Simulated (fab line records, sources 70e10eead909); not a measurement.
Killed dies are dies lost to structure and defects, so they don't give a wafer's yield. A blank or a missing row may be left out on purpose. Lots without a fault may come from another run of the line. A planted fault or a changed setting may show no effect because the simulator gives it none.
Chamber matching | flow nand_harc | NHARC_A_CHANNEL_HOLE_D2_DEP_01 on pecvd-03: 3 sister chambers
The step deposits SiON, target thk 140 nm. 6 wafers are shown with their chamber, then 7 later ones without.

WAFERS WITH THEIR CHAMBER
wafer  | chamber | heater_power_w (W)
L084.4 | 2       | 742
L085.1 | 1       | 606
L085.4 | 0       | 754
L085.5 | 1       | 626
L087.1 | 2       | 829
L087.2 | 0       | 678

WAFERS WITHOUT THEIR CHAMBER
wafer  | heater_power_w (W)
L087.3 | 595
L095.1 | 642
L095.3 | 814
L095.4 | 855
L096.1 | 557
L096.2 | 845
L096.3 | 791

WHICH CHAMBER EACH WENT THROUGH
wafer  | from the rows above     | in truth
L087.3 | 1                       | 1
L095.1 | can't be placed: 1 or 0 | 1
L095.3 | can't be placed: 2 or 0 | 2
L095.4 | can't be placed: 2 or 0 | 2
L096.1 | 1                       | 1
L096.2 | can't be placed: 2 or 0 | 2
L096.3 | can't be placed: 2 or 0 | 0
Placed correctly: 2 of 7. Can't be placed from these rows: 5 (the true chamber is among the candidates in 5). Placed wrongly: 0.
How it was worked out, from the rows above alone: a wafer's distance from a chamber is the root of the sum, over the readings, of the square of ((its reading less the chamber's mean) divided by the reading's scatter). The wafer belongs to the nearest chamber; if the next one is less than 2 further off, it can't be placed. A chamber's mean is the mean of its shown wafers. The scatter: the root of (the sum of the squares of (reading less its chamber's mean) over the shown wafers, divided by (wafers less chambers)).
